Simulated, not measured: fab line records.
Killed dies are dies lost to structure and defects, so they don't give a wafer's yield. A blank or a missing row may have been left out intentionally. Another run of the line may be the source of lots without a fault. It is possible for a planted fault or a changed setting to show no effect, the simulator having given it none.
fab line records | flow n5-finfet
[record] lots = 15 | wafers = 45 | last-day = 20
route steps=1938 shown BEOL_M11@1578 BEOL_M12@1602
lots with no fault: from the same line, run without faults
start-h: hours from the record's first day to the start of the lot's first wafer shown | wait-h: time in hours since the lot's previous step | " the same as in the row above | L1.1+2: a single row standing in for several wafers | - no value present, or no start provided | * or withheld: withheld | < > ~ a bound
route shown NAME@n: a module of which the file shows steps, and the number in the route of the first | usual: mean/standard deviation taken from wafers without a fault | same: alike in all rows | chamber/n: place in a boat | sites: per-site readings | _std_site: how widely they spread, as a standard deviation | _edge_site: mean of outer sites minus mean of inner sites | radius-mm: for every site, how far away it sits from the centre of the wafer | mask NAME#n: copy n | behind: the tool/chamber that last shaped the wafer | hold: the reason the lot was held/the length of the hold in hours/how it ended | device: which transistor (n, p or np) failed to switch | end of line: the same wafers' tests at the end of the route | where a step has no rows: the recipe by itself | killed: dies lost to structure and defects at the first sort, not the wafer's yield | map: a wafer's dies, x killed, . not, _ none there
set.NAME: the setting as run; set.NAME@STEP: as run at that earlier step | model.NAME: the simulator's own value behind a step, which no gauge read
steps of the route over a sample of lots; a table a step, a row a wafer
services: from which hour (start-h, from the record's first day; less than 0 if before it) a tool's chamber was out of use, for how many hours, and why
[[steps]]
[step N5_BEOL_M11_TRENCH_ETCH_37]
[recipe] chemistry = C4F6/O2 | target-depth-a = 1488.3 | target = SiCOH_lowk | time-s = 48 | ion-energy-ev = 250 | pressure-mtorr = 30 | source-w = 345 | bias-w = 185 | Ar_flow_sccm = 300 | C4F6_flow_sccm = 10 | O2_flow_sccm = 10
[usual] drypump-motor-current-A = 5.8/0.38 | oes-product-au = 0.78/0.089 | rf-vpp-V = 665/5.7 | showerhead-plenum-p-Torr = 2.82/0.086 | throttle-valve-pct = 20.99/0.23
lot.wafer | tool        | chamber | start-h | wait-h | drypump-motor-current-A | oes-product-au | rf-hours-counter-h | rf-vpp-V | showerhead-plenum-p-Torr | throttle-valve-pct
L367.2    | rie-diel-03 | 2       | -       | -      | 5.7                     | 0.68           | 229                | 665      | 2.72                     | 21.11
L367.5    | "           | 2       | "       | "      | 5.7                     | 0.68           | -                  | 666      | 2.72                     | 21.14
L367.6    | "           | 3       | "       | "      | 5.5                     | 0.69           | -                  | 670      | 2.95                     | 21.14
L369.1    | rie-diel-02 | 1       | -       | -      | 5.6                     | 0.72           | 189                | 656      | 2.71                     | 21.15
L369.2    | "           | 2       | "       | "      | 6.1                     | 0.83           | 92                 | 665      | 2.77                     | 21.01
L369.4    | "           | 3       | "       | "      | 5.9                     | 0.71           | -                  | 653      | 2.71                     | 20.89
L372.3    | rie-diel-05 | 3       | -       | -      | 6.4                     | 0.74           | 178                | 669      | 2.83                     | 21.27
L372.5    | "           | 1       | "       | "      | 5.4                     | 0.86           | -                  | 670      | 2.89                     | 20.72
L372.6    | "           | 0       | "       | "      | 5.8                     | 0.67           | -                  | 664      | 2.81                     | 20.81
L371.1    | rie-diel-03 | 2       | -       | -      | 5.7                     | 0.68           | 238                | 666      | 2.71                     | 21.13
L371.3    | "           | 1       | "       | "      | 5.8                     | 0.70           | 216                | 658      | 2.83                     | 21.38
L371.5    | "           | 1       | "       | "      | 5.7                     | 0.70           | -                  | 658      | 2.83                     | 21.39
L374.1    | rie-diel-05 | 2       | -       | -      | 6.2                     | 0.89           | 38                 | 667      | 2.78                     | 20.95
L374.3    | "           | 1       | "       | "      | 5.3                     | 0.84           | 69                 | 672      | 2.89                     | 20.73
L374.6    | "           | 1       | "       | "      | 5.3                     | 0.85           | -                  | 669      | 2.89                     | 20.73
L375.1    | rie-diel-05 | 2       | -       | -      | 6.2                     | 0.89           | 40                 | 667      | 2.78                     | 20.96
L375.3    | "           | 1       | "       | "      | 5.4                     | 0.84           | 72                 | 672      | 2.89                     | 20.73
L375.4    | "           | 1       | "       | "      | 5.4                     | 0.85           | -                  | 670      | 2.89                     | 20.74
L376.1    | rie-diel-03 | 2       | -       | -      | 5.7                     | 0.66           | 247                | 666      | 2.71                     | 21.14
L376.4    | "           | 3       | "       | "      | 5.5                     | 0.68           | -                  | 668      | 2.94                     | 21.16
L376.6    | "           | 2       | "       | "      | 5.7                     | 0.66           | -                  | 665      | 2.71                     | 21.16
L378.2    | rie-diel-02 | 1       | -       | -      | 5.6                     | 0.70           | 206                | 656      | 2.71                     | 21.20
L378.3    | "           | 3       | "       | "      | 5.9                     | 0.69           | 225                | 653      | 2.70                     | 20.91
L378.6    | "           | 1       | "       | "      | 5.6                     | 0.71           | -                  | 658      | 2.71                     | 21.19
L379.1    | rie-diel-02 | 2       | -       | -      | 6.0                     | 0.81           | 111                | 664      | 2.76                     | 21.04
L379.4    | "           | 1       | "       | "      | 5.6                     | 0.70           | -                  | 657      | 2.70                     | 21.20
L379.6    | "           | 3       | "       | "      | 5.9                     | 0.69           | -                  | 651      | 2.70                     | 20.92
L383.1    | rie-diel-02 | 1       | -       | -      | 5.6                     | 0.71           | 212                | 658      | 2.70                     | 21.20
L383.4    | "           | 2       | "       | "      | 6.1                     | 0.79           | 124                | 664      | 2.75                     | 21.06
L383.5    | "           | 0       | "       | "      | 4.8                     | 0.89           | -                  | 666      | 2.88                     | 20.91
L386.1    | rie-diel-05 | 1       | -       | -      | 5.3                     | 0.81           | 103                | 669      | 2.87                     | 20.78
L386.3    | "           | 0       | "       | "      | 5.8                     | 0.93           | 14                 | 663      | 2.80                     | 20.50
L386.5    | "           | 0       | "       | "      | 5.8                     | 0.94           | -                  | 664      | 2.80                     | 20.50
L385.1    | rie-diel-05 | 3       | -       | -      | 6.3                     | 0.71           | 212                | 670      | 2.82                     | 21.32
L385.2    | "           | 1       | "       | "      | 5.3                     | 0.81           | 104                | 669      | 2.87                     | 20.78
L385.5    | "           | 1       | "       | "      | 5.3                     | 0.81           | -                  | 672      | 2.87                     | 20.79
L389.1    | rie-diel-02 | 3       | -       | -      | 5.9                     | 0.68           | 250                | 652      | 2.69                     | 20.96
L389.2    | "           | 2       | "       | "      | 6.1                     | 0.79           | 132                | 664      | 2.75                     | 21.09
L389.3    | "           | 1       | "       | "      | 5.6                     | 0.71           | 221                | 657      | 2.70                     | 21.23
L388.1    | rie-diel-03 | 1       | -       | -      | 5.7                     | 0.68           | 238                | 658      | 2.82                     | 21.40
L388.2    | "           | 3       | "       | "      | 5.5                     | 0.66           | 239                | 670      | 2.93                     | 21.20
L388.4    | "           | 2       | "       | "      | 5.7                     | 0.93           | 9                  | 678      | 3.04                     | 20.80
L390.4    | rie-diel-03 | 3       | -       | -      | 5.5                     | 0.66           | 241                | 670      | 2.93                     | 21.21
L390.5    | "           | 0       | "       | "      | 5.9                     | 0.74           | -                  | 666      | 2.95                     | 21.05
L390.6    | "           | 3       | "       | "      | 5.5                     | 0.66           | -                  | 669      | 2.93                     | 21.21
[step N5_BEOL_M11_THK_MEAS_53]
[recipe] thk-meas-gauge = xrf | reads = Cu_of_BEOL_M11_ECD_50
[usual] M11_THK = 140.4/2.3
lot.wafer | tool          | chamber | start-h | wait-h | M11_THK[nm]
L367.2    | film-metro-02 | -       | 272.81  | -      | 139.9
L367.5    | "             | -       | "       | "      | 141.6
L367.6    | "             | -       | "       | "      | 140.2
L369.1    | film-metro-02 | -       | 306.86  | -      | 140.0
L369.2    | "             | -       | "       | "      | 142.2
L369.4    | "             | -       | "       | "      | 142.0
L371.1    | film-metro-01 | -       | 307.05  | -      | 142.1
L371.3    | "             | -       | "       | "      | 140.3
L371.5    | "             | -       | "       | "      | 141.6
L372.3    | film-metro-02 | -       | 307.61  | -      | 142.7
L372.5    | "             | -       | "       | "      | 144.0
L372.6    | "             | -       | "       | "      | 137.6
L374.1    | film-metro-02 | -       | 312.71  | -      | 139.8
L374.3    | "             | -       | "       | "      | 139.9
L374.6    | "             | -       | "       | "      | 140.8
L375.1    | film-metro-01 | -       | 318.76  | -      | 142.7
L375.3    | "             | -       | "       | "      | 143.3
L375.4    | "             | -       | "       | "      | 143.6
L376.1    | film-metro-02 | -       | 328.17  | -      | 139.6
L376.4    | "             | -       | "       | "      | 138.3
L376.6    | "             | -       | "       | "      | 139.5
L378.2    | film-metro-01 | -       | 346.11  | -      | 136.6
L378.3    | "             | -       | "       | "      | 138.7
L378.6    | "             | -       | "       | "      | 138.3
L379.1    | film-metro-01 | -       | 355.29  | -      | 142.0
L379.4    | "             | -       | "       | "      | 136.9
L379.6    | "             | -       | "       | "      | 139.9
L383.1    | film-metro-01 | -       | 390.13  | -      | 138.6
L383.4    | "             | -       | "       | "      | 143.6
L383.5    | "             | -       | "       | "      | 141.8
L386.1    | film-metro-01 | -       | 390.58  | -      | 139.8
L386.3    | "             | -       | "       | "      | 140.0
L386.5    | "             | -       | "       | "      | 141.1
L385.1    | film-metro-01 | -       | 392.29  | -      | 138.4
L385.2    | "             | -       | "       | "      | 141.4
L385.5    | "             | -       | "       | "      | 141.1
L389.1    | film-metro-02 | -       | 417.88  | -      | 142.4
L389.2    | "             | -       | "       | "      | 144.8
L389.3    | "             | -       | "       | "      | 141.0
L388.1    | film-metro-02 | -       | 424.43  | -      | 139.3
L388.2    | "             | -       | "       | "      | 137.7
L388.4    | "             | -       | "       | "      | 144.0
L390.4    | film-metro-01 | -       | 433.55  | -      | 136.6
L390.5    | "             | -       | "       | "      | 136.3
L390.6    | "             | -       | "       | "      | 134.4
[step N5_BEOL_M12_ILD_DEP_00]
[recipe] material = SiOC | target-thk-a = 6589.2 | temp-c = 350 | precursor = DEMS/O2 | pressure-torr = 5 | rf-w = 500 | time-s = 130.7
[usual] chamber-pressure-Torr = 5.000/0.011 | heater-power-outer-w = 267/48 | heater-power-w = 497/63 | showerhead-plenum-p-Torr = 5.698/0.024 | throttle-valve-pct = 12.1/0.74
lot.wafer | tool     | chamber | start-h | wait-h | chamber-pressure-Torr | heater-power-outer-w | heater-power-w | showerhead-plenum-p-Torr | throttle-valve-pct
L367.2    | pecvd-04 | 0       | 272.99  | 0.0    | 4.997                 | 179                  | 389            | 5.746                    | 12.1
L367.5    | "        | 1       | "       | "      | 4.995                 | 245                  | 500            | 5.718                    | 13.2
L367.6    | "        | 0       | "       | "      | 5.003                 | 204                  | 415            | 5.728                    | 12.1
L369.1    | pecvd-03 | 2       | 307.05  | 0.0    | 5.000                 | 326                  | 561            | 5.680                    | 10.9
L369.2    | "        | 0       | "       | "      | 4.983                 | 326                  | 562            | 5.709                    | 12.2
L369.4    | "        | 2       | "       | "      | 4.994                 | 246                  | 442            | 5.676                    | 11.0
L371.1    | pecvd-04 | 0       | 307.24  | 0.0    | 5.007                 | 213                  | 417            | 5.745                    | 12.0
L371.3    | "        | 1       | "       | "      | 4.994                 | 208                  | 427            | 5.709                    | 13.3
L371.5    | "        | 1       | "       | "      | 5.008                 | 241                  | 466            | 5.707                    | 13.3
L372.3    | pecvd-03 | 0       | 307.80  | 0.0    | 5.016                 | 311                  | 539            | 5.714                    | 12.1
L372.5    | "        | 2       | "       | "      | 5.007                 | 316                  | 548            | 5.688                    | 10.6
L372.6    | "        | 1       | "       | "      | 5.017                 | 314                  | 578            | 5.668                    | 12.4
L374.1    | pecvd-01 | 0       | 312.89  | 0.0    | 5.006                 | 221                  | 429            | 5.684                    | 12.4
L374.3    | "        | 1       | "       | "      | 5.006                 | 180                  | 396            | 5.680                    | 11.8
L374.6    | "        | 2       | "       | "      | 4.989                 | 320                  | 587            | 5.687                    | 12.1
L375.1    | pecvd-01 | 2       | 318.95  | 0.0    | 4.981                 | 313                  | 603            | 5.675                    | 11.9
L375.3    | "        | 1       | "       | "      | 4.999                 | 170                  | 396            | 5.649                    | 11.9
L375.4    | "        | 1       | "       | "      | 4.976                 | 186                  | 404            | 5.664                    | 11.6
L376.1    | pecvd-04 | 0       | 328.36  | 0.0    | -                     | -                    | -              | -                        | -
L376.4    | "        | 2       | "       | "      | -                     | -                    | -              | -                        | -
L376.6    | "        | 0       | "       | "      | -                     | -                    | -              | -                        | -
L378.2    | pecvd-04 | 1       | 346.30  | 0.0    | -                     | -                    | -              | -                        | -
L378.3    | "        | 0       | "       | "      | -                     | -                    | -              | -                        | -
L378.6    | "        | 2       | "       | "      | -                     | -                    | -              | -                        | -
L379.1    | pecvd-01 | 1       | 355.48  | 0.0    | -                     | -                    | -              | -                        | -
L379.4    | "        | 0       | "       | "      | -                     | -                    | -              | -                        | -
L379.6    | "        | 1       | "       | "      | -                     | -                    | -              | -                        | -
L383.1    | pecvd-03 | 0       | 390.32  | 0.0    | 4.980                 | 334                  | 572            | 5.704                    | 12.5
L383.4    | "        | 0       | "       | "      | 5.002                 | 314                  | 552            | 5.715                    | 12.4
L383.5    | "        | 0       | "       | "      | 4.988                 | 328                  | 551            | 5.711                    | 12.3
L386.1    | pecvd-04 | 1       | 390.76  | 0.0    | 4.986                 | 213                  | 448            | 5.705                    | 13.1
L386.3    | "        | 0       | "       | "      | 4.991                 | 201                  | 398            | 5.743                    | 12.1
L386.5    | "        | 2       | "       | "      | 5.007                 | 242                  | 437            | 5.705                    | 11.6
L385.1    | pecvd-04 | 2       | 392.50  | 0.0    | 4.992                 | 273                  | 473            | 5.700                    | 11.6
L385.2    | "        | 0       | "       | "      | 5.013                 | 213                  | 427            | 5.720                    | 12.1
L385.5    | "        | 0       | "       | "      | 5.016                 | 225                  | 446            | 5.740                    | 12.2
L389.1    | pecvd-04 | 0       | 418.07  | 0.0    | 5.016                 | 206                  | 411            | 5.737                    | 12.2
L389.2    | "        | 1       | "       | "      | 5.000                 | 271                  | 516            | 5.702                    | 13.4
L389.3    | "        | 2       | "       | "      | 5.010                 | 301                  | 513            | 5.726                    | 11.8
L388.1    | pecvd-01 | 1       | 424.62  | 0.0    | 4.978                 | 187                  | 398            | 5.654                    | 10.6
L388.2    | "        | 0       | "       | "      | 5.017                 | 271                  | 502            | 5.697                    | 12.5
L388.4    | "        | 2       | "       | "      | 5.010                 | 311                  | 607            | 5.686                    | 12.5
L390.4    | pecvd-01 | 0       | 433.79  | 0.1    | 5.015                 | 249                  | 487            | 5.697                    | 12.7
L390.5    | "        | 2       | "       | "      | 5.010                 | 313                  | 595            | 5.672                    | 12.1
L390.6    | "        | 1       | "       | "      | 5.011                 | 203                  | 424            | 5.659                    | 10.4
[step N5_BEOL_M12_CD_MEAS_10]
[recipe] target-cd-nm = 140 | landing-energy-ev = 500 | detector = se-inlens | polarity = opening
[usual] cd-nm = 140.3/1.4
lot.wafer | tool      | chamber | start-h | wait-h | cd-nm
L367.2    | cd-sem-01 | 0       | 273.56  | -      | 139.7
L367.5    | "         | 0       | "       | "      | 140.6
L367.6    | "         | 0       | "       | "      | 138.3
L369.1    | cd-sem-01 | 0       | 307.48  | -      | 138.6
L369.2    | "         | 0       | "       | "      | 138.3
L369.4    | "         | 0       | "       | "      | 139.9
L371.1    | cd-sem-03 | 0       | 307.68  | -      | 140.1
L371.3    | "         | 0       | "       | "      | 142.2
L371.5    | "         | 0       | "       | "      | 141.0
L372.3    | cd-sem-03 | 0       | 308.23  | -      | 142.4
L372.5    | "         | 0       | "       | "      | 142.0
L372.6    | "         | 0       | "       | "      | 141.8
L374.1    | cd-sem-02 | 0       | 313.45  | -      | 139.2
L374.3    | "         | 0       | "       | "      | 141.3
L374.6    | "         | 0       | "       | "      | 138.8
L375.1    | cd-sem-01 | 0       | 319.50  | -      | 140.9
L375.3    | "         | 0       | "       | "      | 139.6
L375.4    | "         | 0       | "       | "      | 140.9
L376.1    | cd-sem-03 | 0       | 328.92  | -      | 140.2
L376.4    | "         | 0       | "       | "      | 139.0
L376.6    | "         | 0       | "       | "      | 139.4
L378.2    | cd-sem-01 | 0       | 346.86  | -      | 139.6
L378.3    | "         | 0       | "       | "      | 139.5
L378.6    | "         | 0       | "       | "      | 139.1
L379.1    | cd-sem-02 | 0       | 355.92  | -      | 142.3
L379.4    | "         | 0       | "       | "      | 141.5
L379.6    | "         | 0       | "       | "      | 140.3
L383.1    | cd-sem-01 | 0       | 390.95  | -      | 136.0
L383.4    | "         | 0       | "       | "      | 137.6
L383.5    | "         | 0       | "       | "      | 139.0
L386.1    | cd-sem-02 | 0       | 391.32  | -      | 139.6
L386.3    | "         | 0       | "       | "      | 141.5
L386.5    | "         | 0       | "       | "      | 141.0
L385.1    | cd-sem-02 | 0       | 392.94  | -      | 142.2
L385.2    | "         | 0       | "       | "      | 141.1
L385.5    | "         | 0       | "       | "      | 141.9
L389.1    | cd-sem-03 | 0       | 418.63  | -      | 139.7
L389.2    | "         | 0       | "       | "      | 138.4
L389.3    | "         | 0       | "       | "      | 138.5
L388.1    | cd-sem-03 | 0       | 425.18  | -      | 142.9
L388.2    | "         | 0       | "       | "      | 143.2
L388.4    | "         | 0       | "       | "      | 142.8
L390.4    | cd-sem-01 | 0       | 434.30  | -      | 141.3
L390.5    | "         | 0       | "       | "      | 139.6
L390.6    | "         | 0       | "       | "      | 138.6
[step N5_BEOL_M12_VIA_ETCH_16]
[recipe] chemistry = C4F8/O2/Ar | target = SiOC | pressure-mtorr = 30 | source-w = 3000 | bias-w = 700 | Ar_flow_sccm = 400 | C4F8_flow_sccm = 15 | O2_flow_sccm = 8 | he-inner-torr = 15 | he-outer-torr = 30 | target-depth-a = 7248 | time-s = withheld | ion-energy-ev = 250 | ends = cleared
[usual] drypump-motor-current-A = 5.8/0.44 | oes-product-au = 0.69/0.06 | rf-vpp-V = 666.5/2.1 | showerhead-plenum-p-Torr = 3.45/0.075 | throttle-valve-pct = 24.20/0.2
lot.wafer | tool        | chamber | start-h | wait-h | drypump-motor-current-A | oes-product-au | rf-vpp-V | showerhead-plenum-p-Torr | throttle-valve-pct
L367.2    | rie-diel-06 | 2       | 273.73  | 0.0    | 5.1                     | 0.64           | 669.9    | 3.53                     | 24.08
L367.5    | "           | 2       | "       | "      | 5.1                     | 0.65           | 668.9    | 3.53                     | 24.08
L367.6    | "           | 1       | "       | "      | 5.7                     | 0.73           | 665.3    | 3.44                     | 24.28
L369.1    | rie-diel-01 | 3       | 307.66  | 0.0    | 5.5                     | 0.66           | 666.3    | 3.42                     | 24.44
L369.2    | "           | 1       | "       | "      | 5.8                     | 0.70           | 665.5    | 3.44                     | 24.21
L369.4    | "           | 2       | "       | "      | 6.3                     | 0.72           | 662.4    | 3.31                     | 24.39
L371.1    | rie-diel-01 | 3       | 308.17  | 0.0    | 5.6                     | 0.67           | 664.7    | 3.42                     | 24.44
L371.3    | "           | 2       | "       | "      | 6.3                     | 0.71           | 662.5    | 3.31                     | 24.39
L371.5    | "           | 3       | "       | "      | 5.6                     | 0.67           | 665.3    | 3.42                     | 24.46
L372.3    | rie-diel-01 | 1       | 308.43  | 0.0    | 5.7                     | 0.70           | 666.1    | 3.44                     | 24.22
L372.5    | "           | 2       | "       | "      | 6.3                     | 0.72           | 662.2    | 3.31                     | 24.41
L372.6    | "           | 3       | "       | "      | 5.6                     | 0.66           | 664.1    | 3.42                     | 24.45
L374.1    | rie-diel-06 | 0       | 314.62  | 0.0    | 6.0                     | 0.64           | 664.7    | 3.36                     | 24.40
L374.3    | "           | 1       | "       | "      | 5.7                     | 0.71           | 667.0    | 3.44                     | 24.29
L374.6    | "           | 3       | "       | "      | 5.8                     | 0.65           | 664.4    | 3.40                     | 24.20
L375.1    | rie-diel-04 | 1       | 320.25  | 0.0    | 5.3                     | 0.68           | 665.3    | 3.40                     | 23.88
L375.3    | "           | 3       | "       | "      | 6.5                     | 0.66           | 667.6    | 3.51                     | 23.98
L375.4    | "           | 1       | "       | "      | 5.3                     | 0.68           | 665.8    | 3.40                     | 23.88
L376.1    | rie-diel-04 | 1       | 329.32  | 0.1    | 5.3                     | 0.28           | 667.3    | 3.40                     | 23.76
L376.4    | "           | 3       | "       | "      | 6.5                     | 0.27           | 668.0    | 3.51                     | 23.87
L376.6    | "           | 3       | "       | "      | 6.5                     | 0.27           | 669.0    | 3.51                     | 23.85
L378.2    | rie-diel-04 | 2       | 347.16  | 0.0    | 5.5                     | 0.37           | 667.1    | 3.48                     | 24.26
L378.3    | "           | 1       | "       | "      | 5.3                     | 0.29           | 665.0    | 3.40                     | 23.77
L378.6    | "           | 1       | "       | "      | 5.3                     | 0.28           | 663.6    | 3.40                     | 23.79
L379.1    | rie-diel-01 | 1       | 356.12  | 0.0    | 5.8                     | 0.29           | 667.2    | 3.43                     | 24.10
L379.4    | "           | 3       | "       | "      | 5.6                     | 0.27           | 666.2    | 3.41                     | 24.37
L379.6    | "           | 0       | "       | "      | 5.7                     | 0.30           | 669.8    | 3.56                     | 24.19
L383.1    | rie-diel-06 | 3       | 391.12  | 0.0    | 5.9                     | 0.63           | 664.6    | 3.39                     | 24.24
L383.4    | "           | 2       | "       | "      | 5.1                     | 0.61           | 667.4    | 3.51                     | 24.14
L383.5    | "           | 1       | "       | "      | 5.8                     | 0.69           | 665.7    | 3.42                     | 24.33
L386.1    | rie-diel-06 | 1       | 391.50  | 0.0    | 5.7                     | 0.70           | 665.3    | 3.42                     | 24.31
L386.3    | "           | 2       | "       | "      | 5.1                     | 0.61           | 668.2    | 3.51                     | 24.14
L386.5    | "           | 2       | "       | "      | 5.1                     | 0.61           | 669.1    | 3.51                     | 24.13
L385.1    | rie-diel-04 | 1       | 393.16  | 0.0    | 5.3                     | 0.66           | 665.2    | 3.39                     | 23.91
L385.2    | "           | 3       | "       | "      | 6.5                     | 0.63           | 666.6    | 3.50                     | 24.02
L385.5    | "           | 1       | "       | "      | 5.3                     | 0.68           | 666.8    | 3.39                     | 23.91
L389.1    | rie-diel-01 | 0       | 419.31  | 0.0    | 5.7                     | 0.69           | 668.9    | 3.54                     | 24.34
L389.2    | "           | 3       | "       | "      | 5.6                     | 0.63           | 663.3    | 3.40                     | 24.51
L389.3    | "           | 1       | "       | "      | 5.7                     | 0.67           | 666.0    | 3.41                     | 24.27
L388.1    | rie-diel-04 | 0       | 425.36  | 0.0    | 6.4                     | 0.73           | 669.3    | 3.58                     | 24.17
L388.2    | "           | 1       | "       | "      | 5.3                     | 0.66           | 666.7    | 3.38                     | 23.94
L388.4    | "           | 2       | "       | "      | 5.4                     | 0.79           | 667.6    | 3.47                     | 24.43
L390.4    | rie-diel-04 | 2       | 434.56  | 0.1    | 5.4                     | 0.79           | 666.2    | 3.46                     | 24.44
L390.5    | "           | 1       | "       | "      | 5.3                     | 0.65           | 664.1    | 3.38                     | 23.93
L390.6    | "           | 3       | "       | "      | 6.5                     | 0.86           | 667.2    | 3.49                     | 23.69
[step N5_BEOL_M12_CD_MEAS_17]
[recipe] target-cd-nm = 140 | polarity = opening
[usual] cd-nm = 140.6/1.6
lot.wafer | tool      | chamber | start-h | wait-h | cd-nm
L367.2    | cd-sem-01 | -       | 274.15  | 0.0    | 139.9
L367.5    | "         | -       | "       | "      | 139.7
L367.6    | "         | -       | "       | "      | 138.6
L369.1    | cd-sem-02 | -       | 308.06  | 0.0    | 140.0
L369.2    | "         | -       | "       | "      | 138.7
L369.4    | "         | -       | "       | "      | 140.4
L371.1    | cd-sem-03 | -       | 308.62  | 0.0    | 139.9
L371.3    | "         | -       | "       | "      | 140.9
L371.5    | "         | -       | "       | "      | 141.8
L372.3    | cd-sem-03 | -       | 308.85  | 0.0    | 143.7
L372.5    | "         | -       | "       | "      | 142.4
L372.6    | "         | -       | "       | "      | 142.7
L374.1    | cd-sem-01 | -       | 315.14  | 0.0    | 139.5
L374.3    | "         | -       | "       | "      | 140.9
L374.6    | "         | -       | "       | "      | 139.3
L375.1    | cd-sem-01 | -       | 320.66  | 0.0    | 140.5
L375.3    | "         | -       | "       | "      | 138.9
L375.4    | "         | -       | "       | "      | 140.1
L376.1    | cd-sem-01 | -       | 329.81  | 0.0    | -
L376.4    | "         | -       | "       | "      | -
L376.6    | "         | -       | "       | "      | -
L378.2    | cd-sem-03 | -       | 347.57  | 0.0    | -
L378.3    | "         | -       | "       | "      | -
L378.6    | "         | -       | "       | "      | -
L379.1    | cd-sem-03 | -       | 356.53  | 0.0    | -
L379.4    | "         | -       | "       | "      | -
L379.6    | "         | -       | "       | "      | -
L383.1    | cd-sem-02 | -       | 391.53  | 0.0    | 136.6
L383.4    | "         | -       | "       | "      | 138.0
L383.5    | "         | -       | "       | "      | 139.4
L386.1    | cd-sem-03 | -       | 391.91  | 0.0    | 139.4
L386.3    | "         | -       | "       | "      | 141.7
L386.5    | "         | -       | "       | "      | 141.6
L385.1    | cd-sem-03 | -       | 393.56  | 0.0    | 142.0
L385.2    | "         | -       | "       | "      | 140.6
L385.5    | "         | -       | "       | "      | 141.8
L389.1    | cd-sem-02 | -       | 419.72  | 0.0    | 139.6
L389.2    | "         | -       | "       | "      | 138.9
L389.3    | "         | -       | "       | "      | 139.3
L388.1    | cd-sem-02 | -       | 425.76  | 0.0    | 144.5
L388.2    | "         | -       | "       | "      | 143.3
L388.4    | "         | -       | "       | "      | 144.0
L390.4    | cd-sem-02 | -       | 434.89  | 0.0    | 141.9
L390.5    | "         | -       | "       | "      | 138.3
L390.6    | "         | -       | "       | "      | 138.4
[[services]]
tool        | chamber | start-h | hours | kind
rie-diel-05 | 0       | 249.90  | 1.2   | repair
rie-diel-02 | 3       | 250.98  | 4.4   | repair
rie-diel-03 | 3       | 251.86  | 6.5   | repair
rie-diel-04 | 3       | 260.32  | 20.8  | repair
rie-diel-05 | 2       | 281.14  | 7.1   | repair
rie-diel-02 | 0       | 294.77  | 12.3  | repair
pecvd-04    | -       | 310.65  | 2.8   | pm
rie-diel-01 | 0       | 311.39  | 14.6  | repair
rie-diel-03 | 1       | 312.30  | 15.5  | repair
rie-diel-05 | 3       | 315.21  | 3.1   | repair
rie-diel-02 | 2       | 322.19  | 4.5   | repair
rie-diel-01 | 1       | 323.83  | 2.3   | repair
rie-diel-03 | -       | 327.21  | 28.1  | pm
rie-diel-04 | 0       | 328.48  | 9.2   | repair
rie-diel-05 | -       | 329.22  | 0.3   | repair
rie-diel-02 | -       | 332.96  | 1.8   | repair
rie-diel-01 | 1       | 337.50  | 9.0   | repair
rie-diel-02 | 0       | 350.85  | 2.9   | repair
rie-diel-02 | -       | 368.45  | 4.3   | pm
rie-diel-03 | -       | 374.24  | 1.1   | repair
rie-diel-01 | 3       | 376.33  | 6.9   | repair
pecvd-04    | -       | 401.74  | 1.5   | repair
pecvd-04    | -       | 420.68  | 0.7   | repair
rie-diel-04 | 0       | 429.94  | 6.2   | repair
[[key]]
[first-sign] step = N5_BEOL_M12_ILD_DEP_00 | reading = tool-record | direction = missing
[effect] step = N5_BEOL_M12_VIA_ETCH_16 | reading = oes-product-au | direction = down | sigmas = 6.6 | usual = 0.69 | struck = 0.29
[effect] step = N5_BEOL_M12_CD_MEAS_17 | reading = cd-nm | direction = missing
met-at N5_BEOL_M12_ILD_DEP_00
struck-lots L376,L378,L379
later-rows-left-out L376.1,L376.4,L376.6,L378.2,L378.3,L378.6,L379.1,L379.4,L379.6
sort-left-out L376.1,L376.4,L376.6,L378.2,L378.3,L378.6,L379.1,L379.4,L379.6
not-acting-at N5_BEOL_M11_TRENCH_ETCH_37,N5_BEOL_M11_THK_MEAS_53,N5_BEOL_M12_CD_MEAS_10
onset-between 318.95 328.36
[fault] kind = skipped-step-whole | tool = pecvd-01,pecvd-04 | chamber = - | onset-h = 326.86 | steps = N5_BEOL_M12_ILD_DEP_00 | scope = struck-lots-only
// sort-left-out: the simulated sort isn't trusted on such a fault, so these wafers' sort isn't shown, and their yield isn't known
// later-rows-left-out: the simulator's readings of these wafers behind a module that went badly wrong aren't trusted and aren't shown, but for the sort
